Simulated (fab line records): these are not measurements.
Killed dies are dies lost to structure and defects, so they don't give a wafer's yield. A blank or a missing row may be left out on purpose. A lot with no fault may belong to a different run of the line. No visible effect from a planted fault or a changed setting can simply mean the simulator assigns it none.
Matching of chambers :: flow n5Finfet :: N5_BEOL_M4_ALD_84 on aldMetal-04: 4 sister chambers
The step deposits TaN, pulse time 2 s, purge time 3 s, co reactant purge time 2 s. 4 wafers are shown with their chamber, then 8 later ones without.

## WAFERS PAIRED WITH THEIR CHAMBERS
wafer: L084.1
chamber: 0
heaterPowerW (W): 423

wafer: L086.4
chamber: 1
heaterPowerW (W): 460

wafer: L086.5
chamber: 2
heaterPowerW (W): 482

wafer: L088.3
chamber: 3
heaterPowerW (W): 487

## WAFERS WHOSE CHAMBER IS MISSING
wafer: L088.5
heaterPowerW (W): 493

wafer: L088.6
heaterPowerW (W): 435

wafer: L089.1
heaterPowerW (W): 420

wafer: L089.2
heaterPowerW (W): 507

wafer: L089.3
heaterPowerW (W): 498

wafer: L097.3
heaterPowerW (W): 500

wafer: L097.5
heaterPowerW (W): 418

wafer: L097.6
heaterPowerW (W): 445

## WHICH CHAMBER EACH ONE RAN IN
wafer: L088.5
from the rows above: can't be placed: 3 or 2
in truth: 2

wafer: L088.6
from the rows above: can't be placed: 0 or 1
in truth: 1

wafer: L089.1
from the rows above: 0
in truth: 0

wafer: L089.2
from the rows above: can't be placed: 3 or 2
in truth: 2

wafer: L089.3
from the rows above: can't be placed: 3 or 2
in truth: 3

wafer: L097.3
from the rows above: can't be placed: 3 or 2
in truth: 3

wafer: L097.5
from the rows above: 0
in truth: 0

wafer: L097.6
from the rows above: can't be placed: 1 or 0 or 2
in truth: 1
Placed correctly: 2 of 8. Not placeable from these rows: 6 (in 6, the candidates include the true chamber). Number placed wrongly: 0.
How it was worked out, from the rows above alone: a wafer's distance from a chamber is the root of the sum, over the readings, of the square of ((its reading less the chamber's mean) divided by the reading's scatter). If the next closest chamber is less than 2 further off than the closest, the wafer can't be placed; otherwise it belongs to the closest. Each chamber's mean is taken over the wafers shown for it. The scatter: root of mean squared gap, hidden wafer to nearest shown wafer, with one shown wafer a chamber.
